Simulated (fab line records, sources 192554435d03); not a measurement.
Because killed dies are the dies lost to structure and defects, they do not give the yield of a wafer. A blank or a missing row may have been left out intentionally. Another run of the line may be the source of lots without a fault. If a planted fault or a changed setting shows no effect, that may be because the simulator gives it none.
The tool behind it: which one? || flow n5-finfet || 24 lots, 72 wafers sampled, at 5 steps of a route of 1938

WHAT THE GAUGES SHOWED, per wafer
N5_BEOL_M5_THK_MEAS_53: measures by xrf. Usual: M5_THK typically reads 61.0 nm, with standard deviation 1.8.
{"lot": "L074", "measured": "day 9 21:13", "on": "film-metro-02", "M5_THK (nm)": "59.4 60.3 60.3", "flag": ""}
{"lot": "L075", "measured": "day 10 00:50", "on": "film-metro-01", "M5_THK (nm)": "61.6 59.2 62.1", "flag": ""}
{"lot": "L076", "measured": "day 10 03:33", "on": "film-metro-02", "M5_THK (nm)": "62.7 60.1 60.3", "flag": ""}
{"lot": "L077", "measured": "day 10 11:31", "on": "film-metro-01", "M5_THK (nm)": "60.0 64.1 61.5", "flag": ""}
{"lot": "L078", "measured": "day 10 16:56", "on": "film-metro-02", "M5_THK (nm)": "59.5 58.6 63.0", "flag": ""}
{"lot": "L080", "measured": "day 11 10:29", "on": "film-metro-02", "M5_THK (nm)": "62.4 60.1 59.7", "flag": ""}
{"lot": "L079", "measured": "day 11 12:55", "on": "film-metro-02", "M5_THK (nm)": "60.1 55.7 56.7", "flag": ""}
{"lot": "L081", "measured": "day 11 13:55", "on": "film-metro-01", "M5_THK (nm)": "58.8 61.3 58.0", "flag": ""}
{"lot": "L082", "measured": "day 11 18:17", "on": "film-metro-02", "M5_THK (nm)": "59.0 62.7 60.0", "flag": ""}
{"lot": "L083", "measured": "day 11 21:08", "on": "film-metro-01", "M5_THK (nm)": "60.3 60.7 63.3", "flag": ""}
{"lot": "L084", "measured": "day 12 01:28", "on": "film-metro-01", "M5_THK (nm)": "58.7 58.4 63.2", "flag": ""}
{"lot": "L087", "measured": "day 12 13:47", "on": "film-metro-02", "M5_THK (nm)": "62.0 61.6 61.8", "flag": ""}
{"lot": "L085", "measured": "day 13 00:25", "on": "film-metro-02", "M5_THK (nm)": "61.3 62.4 59.3", "flag": ""}
{"lot": "L086", "measured": "day 13 05:04", "on": "film-metro-02", "M5_THK (nm)": "64.9 59.9 64.1", "flag": ""}
{"lot": "L089", "measured": "day 13 09:59", "on": "film-metro-01", "M5_THK (nm)": "60.1 60.6 61.4", "flag": ""}
{"lot": "L088", "measured": "day 13 12:29", "on": "film-metro-01", "M5_THK (nm)": "60.7 60.6 60.0", "flag": ""}
{"lot": "L091", "measured": "day 13 16:10", "on": "film-metro-02", "M5_THK (nm)": "61.2 61.6 65.1", "flag": ""}
{"lot": "L092", "measured": "day 13 18:29", "on": "film-metro-02", "M5_THK (nm)": "58.9 60.3 61.0", "flag": ""}
{"lot": "L090", "measured": "day 14 05:55", "on": "film-metro-02", "M5_THK (nm)": "60.5 61.3 60.0", "flag": ""}
{"lot": "L093", "measured": "day 14 19:08", "on": "film-metro-01", "M5_THK (nm)": "59.6 58.6 60.8", "flag": ""}
{"lot": "L095", "measured": "day 14 19:24", "on": "film-metro-01", "M5_THK (nm)": "61.9 59.0 61.4", "flag": ""}
{"lot": "L094", "measured": "day 15 04:22", "on": "film-metro-01", "M5_THK (nm)": "62.1 61.5 62.4", "flag": ""}
{"lot": "L096", "measured": "day 15 20:40", "on": "film-metro-01", "M5_THK (nm)": "62.0 61.3 63.5", "flag": ""}
{"lot": "L097", "measured": "day 15 23:01", "on": "film-metro-02", "M5_THK (nm)": "59.0 60.4 62.0", "flag": ""}

TOOL THAT RAN EACH LOT (tool first, then ch and the chambers of the sampled wafers, then the start)
{"lot": "L074", "N5_BEOL_M5_STRIP_91": "rie-diel-04 ch 1,3, day 9 15:48 or earlier", "N5_BEOL_M5_ANNEAL_49": "pvd-sputter-01, day 9 15:48", "N5_BEOL_M5_SPUTTER_81": "pvd-sputter-01, day 9 16:53", "N5_BEOL_M5_SPUTTER_88": "pvd-sputter-01, day 9 19:14"}
{"lot": "L075", "N5_BEOL_M5_STRIP_91": "rie-diel-04 ch 1,3, day 9 19:47 or earlier", "N5_BEOL_M5_ANNEAL_49": "pvd-sputter-02, day 9 19:47", "N5_BEOL_M5_SPUTTER_81": "pvd-sputter-02, day 9 20:47", "N5_BEOL_M5_SPUTTER_88": "pvd-sputter-02, day 9 22:58"}
{"lot": "L076", "N5_BEOL_M5_STRIP_91": "rie-diel-01 ch 0,1, day 9 22:01 or earlier", "N5_BEOL_M5_ANNEAL_49": "pvd-sputter-01, day 9 22:01", "N5_BEOL_M5_SPUTTER_81": "pvd-sputter-01, day 9 23:02", "N5_BEOL_M5_SPUTTER_88": "pvd-sputter-01, day 10 01:12"}
{"lot": "L077", "N5_BEOL_M5_STRIP_91": "rie-diel-01 ch 0,2,3, day 10 06:28 or earlier", "N5_BEOL_M5_ANNEAL_49": "pvd-sputter-02, day 10 06:28", "N5_BEOL_M5_SPUTTER_81": "pvd-sputter-02, day 10 07:28", "N5_BEOL_M5_SPUTTER_88": "pvd-sputter-02, day 10 09:38"}
{"lot": "L078", "N5_BEOL_M5_STRIP_91": "rie-diel-03 ch 1,2,3, day 10 11:20 or earlier", "N5_BEOL_M5_ANNEAL_49": "pvd-sputter-02, day 10 11:20", "N5_BEOL_M5_SPUTTER_81": "pvd-sputter-02, day 10 12:21", "N5_BEOL_M5_SPUTTER_88": "pvd-sputter-02, day 10 14:31"}
{"lot": "L080", "N5_BEOL_M5_STRIP_91": "rie-diel-01 ch 0,1,2, day 11 05:26 or earlier", "N5_BEOL_M5_ANNEAL_49": "pvd-sputter-01, day 11 05:26", "N5_BEOL_M5_SPUTTER_81": "pvd-sputter-01, day 11 06:26", "N5_BEOL_M5_SPUTTER_88": "pvd-sputter-01, day 11 08:37"}
{"lot": "L079", "N5_BEOL_M5_STRIP_91": "rie-diel-03 ch 0,1, day 11 07:51 or earlier", "N5_BEOL_M5_ANNEAL_49": "pvd-sputter-02, day 11 07:51", "N5_BEOL_M5_SPUTTER_81": "pvd-sputter-02, day 11 08:52", "N5_BEOL_M5_SPUTTER_88": "pvd-sputter-02, day 11 11:02"}
{"lot": "L081", "N5_BEOL_M5_STRIP_91": "rie-diel-03 ch 0,1,3, day 11 08:52 or earlier", "N5_BEOL_M5_ANNEAL_49": "pvd-sputter-03, day 11 08:52", "N5_BEOL_M5_SPUTTER_81": "pvd-sputter-03, day 11 09:52", "N5_BEOL_M5_SPUTTER_88": "pvd-sputter-03, day 11 12:02"}
{"lot": "L082", "N5_BEOL_M5_STRIP_91": "rie-diel-04 ch 1,2, day 11 13:13 or earlier", "N5_BEOL_M5_ANNEAL_49": "pvd-sputter-02, day 11 13:13", "N5_BEOL_M5_SPUTTER_81": "pvd-sputter-02, day 11 14:14", "N5_BEOL_M5_SPUTTER_88": "pvd-sputter-02, day 11 16:24"}
{"lot": "L083", "N5_BEOL_M5_STRIP_91": "rie-diel-04 ch 1,2,3, day 11 16:04 or earlier", "N5_BEOL_M5_ANNEAL_49": "pvd-sputter-01, day 11 16:04", "N5_BEOL_M5_SPUTTER_81": "pvd-sputter-01, day 11 17:05", "N5_BEOL_M5_SPUTTER_88": "pvd-sputter-01, day 11 19:15"}
{"lot": "L084", "N5_BEOL_M5_STRIP_91": "rie-diel-01 ch 1,2,3, day 11 19:53 or earlier", "N5_BEOL_M5_ANNEAL_49": "pvd-sputter-02, day 11 19:53", "N5_BEOL_M5_SPUTTER_81": "pvd-sputter-02, day 11 20:53", "N5_BEOL_M5_SPUTTER_88": "pvd-sputter-02, day 11 23:04"}
{"lot": "L087", "N5_BEOL_M5_STRIP_91": "rie-diel-03 ch 1,2, day 12 08:43 or earlier", "N5_BEOL_M5_ANNEAL_49": "pvd-sputter-03, day 12 08:43", "N5_BEOL_M5_SPUTTER_81": "pvd-sputter-03, day 12 09:44", "N5_BEOL_M5_SPUTTER_88": "pvd-sputter-03, day 12 11:54"}
{"lot": "L085", "N5_BEOL_M5_STRIP_91": "rie-diel-01 ch 0,1,3, day 12 19:22 or earlier", "N5_BEOL_M5_ANNEAL_49": "pvd-sputter-02, day 12 19:22", "N5_BEOL_M5_SPUTTER_81": "pvd-sputter-02, day 12 20:22", "N5_BEOL_M5_SPUTTER_88": "pvd-sputter-02, day 12 22:32"}
{"lot": "L086", "N5_BEOL_M5_STRIP_91": "rie-diel-01 ch 2,3, day 13 00:00 or earlier", "N5_BEOL_M5_ANNEAL_49": "pvd-sputter-01, day 13 00:00", "N5_BEOL_M5_SPUTTER_81": "pvd-sputter-01, day 13 01:01", "N5_BEOL_M5_SPUTTER_88": "pvd-sputter-01, day 13 03:11"}
{"lot": "L089", "N5_BEOL_M5_STRIP_91": "rie-diel-03 ch 0,1,2, day 13 04:55 or earlier", "N5_BEOL_M5_ANNEAL_49": "pvd-sputter-01, day 13 04:55", "N5_BEOL_M5_SPUTTER_81": "pvd-sputter-01, day 13 05:55", "N5_BEOL_M5_SPUTTER_88": "pvd-sputter-01, day 13 08:05"}
{"lot": "L088", "N5_BEOL_M5_STRIP_91": "rie-diel-04 ch 0,1, day 13 05:49 or earlier", "N5_BEOL_M5_ANNEAL_49": "pvd-sputter-02, day 13 05:49", "N5_BEOL_M5_SPUTTER_81": "pvd-sputter-02, day 13 06:50", "N5_BEOL_M5_SPUTTER_88": "pvd-sputter-02, day 13 09:00"}
{"lot": "L091", "N5_BEOL_M5_STRIP_91": "rie-diel-03 ch 0,3, day 13 10:59 or earlier", "N5_BEOL_M5_ANNEAL_49": "pvd-sputter-02, day 13 10:59", "N5_BEOL_M5_SPUTTER_81": "pvd-sputter-02, day 13 12:00", "N5_BEOL_M5_SPUTTER_88": "pvd-sputter-02, day 13 14:10"}
{"lot": "L092", "N5_BEOL_M5_STRIP_91": "rie-diel-04 ch 0,1, day 13 13:14 or earlier", "N5_BEOL_M5_ANNEAL_49": "pvd-sputter-01, day 13 13:14", "N5_BEOL_M5_SPUTTER_81": "pvd-sputter-01, day 13 14:14", "N5_BEOL_M5_SPUTTER_88": "pvd-sputter-01, day 13 16:25"}
{"lot": "L090", "N5_BEOL_M5_STRIP_91": "rie-diel-03 ch 0,1,2, day 14 00:34 or earlier", "N5_BEOL_M5_ANNEAL_49": "pvd-sputter-02, day 14 00:34", "N5_BEOL_M5_SPUTTER_81": "pvd-sputter-02, day 14 01:34", "N5_BEOL_M5_SPUTTER_88": "pvd-sputter-02, day 14 03:44"}
{"lot": "L093", "N5_BEOL_M5_STRIP_91": "rie-diel-03 ch 0,1,2, day 14 13:53 or earlier", "N5_BEOL_M5_ANNEAL_49": "pvd-sputter-02, day 14 13:53", "N5_BEOL_M5_SPUTTER_81": "pvd-sputter-02, day 14 14:53", "N5_BEOL_M5_SPUTTER_88": "pvd-sputter-02, day 14 17:04"}
{"lot": "L095", "N5_BEOL_M5_STRIP_91": "rie-diel-03 ch 0,2,3, day 14 14:02 or earlier", "N5_BEOL_M5_ANNEAL_49": "pvd-sputter-03, day 14 14:02", "N5_BEOL_M5_SPUTTER_81": "pvd-sputter-03, day 14 15:02", "N5_BEOL_M5_SPUTTER_88": "pvd-sputter-03, day 14 17:13"}
{"lot": "L094", "N5_BEOL_M5_STRIP_91": "rie-diel-04 ch 1,3, day 14 22:58 or earlier", "N5_BEOL_M5_ANNEAL_49": "pvd-sputter-01, day 14 22:58", "N5_BEOL_M5_SPUTTER_81": "pvd-sputter-01, day 14 23:58", "N5_BEOL_M5_SPUTTER_88": "pvd-sputter-01, day 15 02:08"}
{"lot": "L096", "N5_BEOL_M5_STRIP_91": "rie-diel-03 ch 0,1,3, day 15 15:32 or earlier", "N5_BEOL_M5_ANNEAL_49": "pvd-sputter-03, day 15 15:32", "N5_BEOL_M5_SPUTTER_81": "pvd-sputter-03, day 15 16:32", "N5_BEOL_M5_SPUTTER_88": "pvd-sputter-03, day 15 18:43"}
{"lot": "L097", "N5_BEOL_M5_STRIP_91": "rie-diel-04 ch 1,2,3, day 15 17:57 or earlier", "N5_BEOL_M5_ANNEAL_49": "pvd-sputter-01, day 15 17:57", "N5_BEOL_M5_SPUTTER_81": "pvd-sputter-01, day 15 18:57", "N5_BEOL_M5_SPUTTER_88": "pvd-sputter-01, day 15 21:08"}
- N5_BEOL_M5_STRIP_91: strips in N2/H2, time 10 s.
- N5_BEOL_M5_ANNEAL_49: time 1800 s.
- N5_BEOL_M5_SPUTTER_81: material Cu, target thk 15 nm, time 27.62 s.
- N5_BEOL_M5_SPUTTER_88: material Cu, target thk 15 nm, time 27.62 s.

AS READ BY THE TOOLS THEMSELVES (means over the sampled wafers that have a number; for cases with no such wafer, the mark the record gives instead)
N5_BEOL_M5_STRIP_91. Usual: drypump-motor-current-A 5.8 A, standard deviation 0.55; h2-flow-sccm 200.0 sccm, standard deviation 0.59; oes-product-au 0.76 a.u., standard deviation 0.072; rf-vpp-V 59.2 V, standard deviation 0.84; showerhead-plenum-p-Torr 2.54 Torr, standard deviation 0.076; throttle-valve-pct 23.8 %, standard deviation 0.38.
{"lot": "L074", "tool": "rie-diel-04", "drypump-motor-current-A (A)": 6.0, "h2-flow-sccm (sccm)": 200.0, "oes-product-au (a.u.)": 0.75, "rf-vpp-V (V)": 58.9, "showerhead-plenum-p-Torr (Torr)": 2.51, "throttle-valve-pct (%)": 24.0, "flag": ""}
{"lot": "L075", "tool": "rie-diel-04", "drypump-motor-current-A (A)": 6.0, "h2-flow-sccm (sccm)": 200.4, "oes-product-au (a.u.)": 0.75, "rf-vpp-V (V)": 58.9, "showerhead-plenum-p-Torr (Torr)": 2.51, "throttle-valve-pct (%)": 24.0, "flag": ""}
{"lot": "L076", "tool": "rie-diel-01", "drypump-motor-current-A (A)": 6.2, "h2-flow-sccm (sccm)": 200.2, "oes-product-au (a.u.)": 0.78, "rf-vpp-V (V)": 58.7, "showerhead-plenum-p-Torr (Torr)": 2.45, "throttle-valve-pct (%)": 23.7, "flag": ""}
{"lot": "L077", "tool": "rie-diel-01", "drypump-motor-current-A (A)": 6.0, "h2-flow-sccm (sccm)": 199.6, "oes-product-au (a.u.)": 0.81, "rf-vpp-V (V)": 60.1, "showerhead-plenum-p-Torr (Torr)": 2.59, "throttle-valve-pct (%)": 23.5, "flag": ""}
{"lot": "L078", "tool": "rie-diel-03", "drypump-motor-current-A (A)": 5.7, "h2-flow-sccm (sccm)": 200.7, "oes-product-au (a.u.)": 0.77, "rf-vpp-V (V)": 59.2, "showerhead-plenum-p-Torr (Torr)": 2.58, "throttle-valve-pct (%)": 23.7, "flag": ""}
{"lot": "L080", "tool": "rie-diel-01", "drypump-motor-current-A (A)": 6.0, "h2-flow-sccm (sccm)": 200.0, "oes-product-au (a.u.)": 0.79, "rf-vpp-V (V)": 59.6, "showerhead-plenum-p-Torr (Torr)": 2.52, "throttle-valve-pct (%)": 23.6, "flag": ""}
{"lot": "L079", "tool": "rie-diel-03", "drypump-motor-current-A (A)": 5.4, "h2-flow-sccm (sccm)": 199.7, "oes-product-au (a.u.)": 0.72, "rf-vpp-V (V)": 59.4, "showerhead-plenum-p-Torr (Torr)": 2.57, "throttle-valve-pct (%)": 24.0, "flag": ""}
{"lot": "L081", "tool": "rie-diel-03", "drypump-motor-current-A (A)": 5.8, "h2-flow-sccm (sccm)": 199.6, "oes-product-au (a.u.)": 0.75, "rf-vpp-V (V)": 59.3, "showerhead-plenum-p-Torr (Torr)": 2.54, "throttle-valve-pct (%)": 23.8, "flag": ""}
{"lot": "L082", "tool": "rie-diel-04", "drypump-motor-current-A (A)": 5.8, "h2-flow-sccm (sccm)": 200.5, "oes-product-au (a.u.)": 0.82, "rf-vpp-V (V)": 58.7, "showerhead-plenum-p-Torr (Torr)": 2.47, "throttle-valve-pct (%)": 24.2, "flag": ""}
{"lot": "L083", "tool": "rie-diel-04", "drypump-motor-current-A (A)": 5.7, "h2-flow-sccm (sccm)": 199.7, "oes-product-au (a.u.)": 0.81, "rf-vpp-V (V)": 58.4, "showerhead-plenum-p-Torr (Torr)": 2.49, "throttle-valve-pct (%)": 24.0, "flag": ""}
{"lot": "L084", "tool": "rie-diel-01", "drypump-motor-current-A (A)": 6.0, "h2-flow-sccm (sccm)": 199.9, "oes-product-au (a.u.)": 0.72, "rf-vpp-V (V)": 59.0, "showerhead-plenum-p-Torr (Torr)": 2.57, "throttle-valve-pct (%)": 23.9, "flag": ""}
{"lot": "L087", "tool": "rie-diel-03", "drypump-motor-current-A (A)": 5.2, "h2-flow-sccm (sccm)": 199.7, "oes-product-au (a.u.)": 0.73, "rf-vpp-V (V)": 59.9, "showerhead-plenum-p-Torr (Torr)": 2.63, "throttle-valve-pct (%)": 23.8, "flag": ""}
{"lot": "L085", "tool": "rie-diel-01", "drypump-motor-current-A (A)": 6.2, "h2-flow-sccm (sccm)": 200.1, "oes-product-au (a.u.)": 0.77, "rf-vpp-V (V)": 58.5, "showerhead-plenum-p-Torr (Torr)": 2.52, "throttle-valve-pct (%)": 23.6, "flag": ""}
{"lot": "L086", "tool": "rie-diel-01", "drypump-motor-current-A (A)": 6.0, "h2-flow-sccm (sccm)": 200.4, "oes-product-au (a.u.)": 0.72, "rf-vpp-V (V)": 58.8, "showerhead-plenum-p-Torr (Torr)": 2.63, "throttle-valve-pct (%)": 23.7, "flag": ""}
{"lot": "L089", "tool": "rie-diel-03", "drypump-motor-current-A (A)": 5.3, "h2-flow-sccm (sccm)": 199.9, "oes-product-au (a.u.)": 0.71, "rf-vpp-V (V)": 59.4, "showerhead-plenum-p-Torr (Torr)": 2.60, "throttle-valve-pct (%)": 24.0, "flag": ""}
{"lot": "L088", "tool": "rie-diel-04", "drypump-motor-current-A (A)": 6.0, "h2-flow-sccm (sccm)": 200.4, "oes-product-au (a.u.)": 0.70, "rf-vpp-V (V)": 58.7, "showerhead-plenum-p-Torr (Torr)": 2.56, "throttle-valve-pct (%)": 23.8, "flag": ""}
{"lot": "L091", "tool": "rie-diel-03", "drypump-motor-current-A (A)": 5.5, "h2-flow-sccm (sccm)": 200.8, "oes-product-au (a.u.)": 0.74, "rf-vpp-V (V)": 58.4, "showerhead-plenum-p-Torr (Torr)": 2.51, "throttle-valve-pct (%)": 24.0, "flag": ""}
{"lot": "L092", "tool": "rie-diel-04", "drypump-motor-current-A (A)": 6.0, "h2-flow-sccm (sccm)": 200.4, "oes-product-au (a.u.)": 0.70, "rf-vpp-V (V)": 59.0, "showerhead-plenum-p-Torr (Torr)": 2.56, "throttle-valve-pct (%)": 23.8, "flag": ""}
{"lot": "L090", "tool": "rie-diel-03", "drypump-motor-current-A (A)": 5.3, "h2-flow-sccm (sccm)": 199.6, "oes-product-au (a.u.)": 0.71, "rf-vpp-V (V)": 59.7, "showerhead-plenum-p-Torr (Torr)": 2.60, "throttle-valve-pct (%)": 24.0, "flag": ""}
{"lot": "L093", "tool": "rie-diel-03", "drypump-motor-current-A (A)": 5.3, "h2-flow-sccm (sccm)": 199.7, "oes-product-au (a.u.)": 0.71, "rf-vpp-V (V)": 59.3, "showerhead-plenum-p-Torr (Torr)": 2.59, "throttle-valve-pct (%)": 24.0, "flag": ""}
{"lot": "L095", "tool": "rie-diel-03", "drypump-motor-current-A (A)": 5.4, "h2-flow-sccm (sccm)": 200.2, "oes-product-au (a.u.)": 0.74, "rf-vpp-V (V)": 58.9, "showerhead-plenum-p-Torr (Torr)": 2.54, "throttle-valve-pct (%)": 23.9, "flag": ""}
{"lot": "L094", "tool": "rie-diel-04", "drypump-motor-current-A (A)": 6.1, "h2-flow-sccm (sccm)": 199.9, "oes-product-au (a.u.)": 0.73, "rf-vpp-V (V)": 58.8, "showerhead-plenum-p-Torr (Torr)": 2.47, "throttle-valve-pct (%)": 24.3, "flag": ""}
{"lot": "L096", "tool": "rie-diel-03", "drypump-motor-current-A (A)": 5.8, "h2-flow-sccm (sccm)": 199.4, "oes-product-au (a.u.)": 0.73, "rf-vpp-V (V)": 59.3, "showerhead-plenum-p-Torr (Torr)": 2.53, "throttle-valve-pct (%)": 23.8, "flag": ""}
{"lot": "L097", "tool": "rie-diel-04", "drypump-motor-current-A (A)": 5.7, "h2-flow-sccm (sccm)": 199.7, "oes-product-au (a.u.)": 0.76, "rf-vpp-V (V)": 59.3, "showerhead-plenum-p-Torr (Torr)": 2.48, "throttle-valve-pct (%)": 24.0, "flag": ""}

N5_BEOL_M5_ANNEAL_49. Usual: 862 W for heater-power-w, sd 110.
{"lot": "L074", "tool": "pvd-sputter-01", "heater-power-w (W)": 890, "flag": ""}
{"lot": "L075", "tool": "pvd-sputter-02", "heater-power-w (W)": 884, "flag": ""}
{"lot": "L076", "tool": "pvd-sputter-01", "heater-power-w (W)": 863, "flag": ""}
{"lot": "L077", "tool": "pvd-sputter-02", "heater-power-w (W)": 825, "flag": ""}
{"lot": "L078", "tool": "pvd-sputter-02", "heater-power-w (W)": 857, "flag": ""}
{"lot": "L080", "tool": "pvd-sputter-01", "heater-power-w (W)": 896, "flag": ""}
{"lot": "L079", "tool": "pvd-sputter-02", "heater-power-w (W)": 810, "flag": ""}
{"lot": "L081", "tool": "pvd-sputter-03", "heater-power-w (W)": 829, "flag": ""}
{"lot": "L082", "tool": "pvd-sputter-02", "heater-power-w (W)": 883, "flag": ""}
{"lot": "L083", "tool": "pvd-sputter-01", "heater-power-w (W)": 891, "flag": ""}
{"lot": "L084", "tool": "pvd-sputter-02", "heater-power-w (W)": 931, "flag": ""}
{"lot": "L087", "tool": "pvd-sputter-03", "heater-power-w (W)": 808, "flag": ""}
{"lot": "L085", "tool": "pvd-sputter-02", "heater-power-w (W)": 902, "flag": ""}
{"lot": "L086", "tool": "pvd-sputter-01", "heater-power-w (W)": 879, "flag": ""}
{"lot": "L089", "tool": "pvd-sputter-01", "heater-power-w (W)": 927, "flag": ""}
{"lot": "L088", "tool": "pvd-sputter-02", "heater-power-w (W)": 932, "flag": ""}
{"lot": "L091", "tool": "pvd-sputter-02", "heater-power-w (W)": 976, "flag": ""}
{"lot": "L092", "tool": "pvd-sputter-01", "heater-power-w (W)": 899, "flag": ""}
{"lot": "L090", "tool": "pvd-sputter-02", "heater-power-w (W)": 770, "flag": ""}
{"lot": "L093", "tool": "pvd-sputter-02", "heater-power-w (W)": 940, "flag": ""}
{"lot": "L095", "tool": "pvd-sputter-03", "heater-power-w (W)": 796, "flag": ""}
{"lot": "L094", "tool": "pvd-sputter-01", "heater-power-w (W)": 962, "flag": ""}
{"lot": "L096", "tool": "pvd-sputter-03", "heater-power-w (W)": 787, "flag": ""}
{"lot": "L097", "tool": "pvd-sputter-01", "heater-power-w (W)": 871, "flag": ""}

N5_BEOL_M5_SPUTTER_81. Usual: 30.1 % for throttle-valve-pct, sd 0.94.
{"lot": "L074", "tool": "pvd-sputter-01", "throttle-valve-pct (%)": 30.1, "flag": ""}
{"lot": "L075", "tool": "pvd-sputter-02", "throttle-valve-pct (%)": 30.0, "flag": ""}
{"lot": "L076", "tool": "pvd-sputter-01", "throttle-valve-pct (%)": 30.8, "flag": ""}
{"lot": "L077", "tool": "pvd-sputter-02", "throttle-valve-pct (%)": 30.3, "flag": ""}
{"lot": "L078", "tool": "pvd-sputter-02", "throttle-valve-pct (%)": 30.5, "flag": ""}
{"lot": "L080", "tool": "pvd-sputter-01", "throttle-valve-pct (%)": 30.1, "flag": ""}
{"lot": "L079", "tool": "pvd-sputter-02", "throttle-valve-pct (%)": 30.7, "flag": ""}
{"lot": "L081", "tool": "pvd-sputter-03", "throttle-valve-pct (%)": 29.6, "flag": ""}
{"lot": "L082", "tool": "pvd-sputter-02", "throttle-valve-pct (%)": 30.5, "flag": ""}
{"lot": "L083", "tool": "pvd-sputter-01", "throttle-valve-pct (%)": 30.2, "flag": ""}
{"lot": "L084", "tool": "pvd-sputter-02", "throttle-valve-pct (%)": 29.6, "flag": ""}
{"lot": "L087", "tool": "pvd-sputter-03", "throttle-valve-pct (%)": 29.9, "flag": ""}
{"lot": "L085", "tool": "pvd-sputter-02", "throttle-valve-pct (%)": 30.2, "flag": ""}
{"lot": "L086", "tool": "pvd-sputter-01", "throttle-valve-pct (%)": 30.5, "flag": ""}
{"lot": "L089", "tool": "pvd-sputter-01", "throttle-valve-pct (%)": 29.6, "flag": ""}
{"lot": "L088", "tool": "pvd-sputter-02", "throttle-valve-pct (%)": 29.7, "flag": ""}
{"lot": "L091", "tool": "pvd-sputter-02", "throttle-valve-pct (%)": 30.0, "flag": ""}
{"lot": "L092", "tool": "pvd-sputter-01", "throttle-valve-pct (%)": 30.2, "flag": ""}
{"lot": "L090", "tool": "pvd-sputter-02", "throttle-valve-pct (%)": 31.0, "flag": ""}
{"lot": "L093", "tool": "pvd-sputter-02", "throttle-valve-pct (%)": 29.6, "flag": ""}
{"lot": "L095", "tool": "pvd-sputter-03", "throttle-valve-pct (%)": 30.3, "flag": ""}
{"lot": "L094", "tool": "pvd-sputter-01", "throttle-valve-pct (%)": 29.0, "flag": ""}
{"lot": "L096", "tool": "pvd-sputter-03", "throttle-valve-pct (%)": 30.3, "flag": ""}
{"lot": "L097", "tool": "pvd-sputter-01", "throttle-valve-pct (%)": 30.3, "flag": ""}

N5_BEOL_M5_SPUTTER_88. Usual: 30.1 % for throttle-valve-pct, sd 0.97.
{"lot": "L074", "tool": "pvd-sputter-01", "throttle-valve-pct (%)": 30.2, "flag": ""}
{"lot": "L075", "tool": "pvd-sputter-02", "throttle-valve-pct (%)": 30.1, "flag": ""}
{"lot": "L076", "tool": "pvd-sputter-01", "throttle-valve-pct (%)": 30.9, "flag": ""}
{"lot": "L077", "tool": "pvd-sputter-02", "throttle-valve-pct (%)": 30.2, "flag": ""}
{"lot": "L078", "tool": "pvd-sputter-02", "throttle-valve-pct (%)": 30.5, "flag": ""}
{"lot": "L080", "tool": "pvd-sputter-01", "throttle-valve-pct (%)": 30.0, "flag": ""}
{"lot": "L079", "tool": "pvd-sputter-02", "throttle-valve-pct (%)": 30.7, "flag": ""}
{"lot": "L081", "tool": "pvd-sputter-03", "throttle-valve-pct (%)": 29.5, "flag": ""}
{"lot": "L082", "tool": "pvd-sputter-02", "throttle-valve-pct (%)": 30.4, "flag": ""}
{"lot": "L083", "tool": "pvd-sputter-01", "throttle-valve-pct (%)": 30.4, "flag": ""}
{"lot": "L084", "tool": "pvd-sputter-02", "throttle-valve-pct (%)": 29.9, "flag": ""}
{"lot": "L087", "tool": "pvd-sputter-03", "throttle-valve-pct (%)": 29.9, "flag": ""}
{"lot": "L085", "tool": "pvd-sputter-02", "throttle-valve-pct (%)": 30.3, "flag": ""}
{"lot": "L086", "tool": "pvd-sputter-01", "throttle-valve-pct (%)": 30.4, "flag": ""}
{"lot": "L089", "tool": "pvd-sputter-01", "throttle-valve-pct (%)": 29.6, "flag": ""}
{"lot": "L088", "tool": "pvd-sputter-02", "throttle-valve-pct (%)": 29.8, "flag": ""}
{"lot": "L091", "tool": "pvd-sputter-02", "throttle-valve-pct (%)": 30.1, "flag": ""}
{"lot": "L092", "tool": "pvd-sputter-01", "throttle-valve-pct (%)": 30.3, "flag": ""}
{"lot": "L090", "tool": "pvd-sputter-02", "throttle-valve-pct (%)": 31.1, "flag": ""}
{"lot": "L093", "tool": "pvd-sputter-02", "throttle-valve-pct (%)": 29.8, "flag": ""}
{"lot": "L095", "tool": "pvd-sputter-03", "throttle-valve-pct (%)": 30.2, "flag": ""}
{"lot": "L094", "tool": "pvd-sputter-01", "throttle-valve-pct (%)": 29.2, "flag": ""}
{"lot": "L096", "tool": "pvd-sputter-03", "throttle-valve-pct (%)": 30.2, "flag": ""}
{"lot": "L097", "tool": "pvd-sputter-01", "throttle-valve-pct (%)": 30.5, "flag": ""}

THE ANSWER, worked out from the rows above alone
Rule: a lot counts as off when the mean over its wafers that have a number is more than 3 standard deviations away from the usual mean. A lot without any number at a reading at which 4 lots or more have one is off too. Any other lot the step has rows for is counted as sound. First the gauges in route order, then the tools' own readings, where a lot's mean is used as printed above. At the first step where some lot is off, the reading lying furthest off is the one used; lots without a number count as furthest.
No lot is off at any reading shown: from this, nothing can be told.

WHAT HAD BEEN PUT IN BY THE SIMULATOR
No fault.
